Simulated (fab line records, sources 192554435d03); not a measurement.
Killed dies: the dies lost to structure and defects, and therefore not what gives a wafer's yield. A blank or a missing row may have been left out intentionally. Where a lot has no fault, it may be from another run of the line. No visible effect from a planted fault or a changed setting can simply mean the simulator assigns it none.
Matching of chambers ; flow n5_finfet ; N5_BEOL_M10_CURE_71 on uv_cure-01: 3 sister chambers
The step cures SiCOH lowk, time 240 s. 6 wafers are shown with their chamber, then 7 later ones without.

WAFERS, EACH WITH ITS CHAMBER
wafer;chamber;wafer_temp_C_max;lamp_power_pct (%)
L077.5;0;386.8;52.30
L077.6;0;386.5;52.29
L080.3;2;386.1;52.37
L080.4;2;386.8;52.32
L087.3;1;388.7;52.35
L087.5;1;389.2;52.35

WAFERS WHOSE CHAMBER IS MISSING
wafer;wafer_temp_C_max;lamp_power_pct (%)
L087.6;387.4;52.28
L088.1;386.8;52.30
L088.5;386.6;52.36
L088.6;386.7;52.32
L094.3;386.6;52.32
L094.4;386.5;52.38
L094.6;386.4;52.29

WHICH CHAMBER EACH ONE RAN IN
wafer;from the rows above;in truth
L087.6;can't be placed: 0 or 2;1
L088.1;can't be placed: 0 or 2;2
L088.5;2;2
L088.6;can't be placed: 0 or 2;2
L094.3;can't be placed: 0 or 2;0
L094.4;2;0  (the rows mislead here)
L094.6;can't be placed: 0 or 2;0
Correctly placed: 1 of 7. Can't be placed from these rows: 5 (the true chamber is among the candidates in 4). Wrongly placed: 1.
How it was worked out, from the rows above alone: a wafer's distance from a chamber is the root of the sum, over the readings, of the square of ((its reading less the chamber's mean) divided by the reading's scatter). If the next closest chamber is less than 2 further off than the closest, the wafer can't be placed; otherwise it belongs to the closest. For every chamber, the mean is computed from those of its wafers that are shown. How the scatter is found: for the shown wafers, subtract from each reading the mean of its chamber, square and add these, divide the total by (wafers less chambers), then take the root.
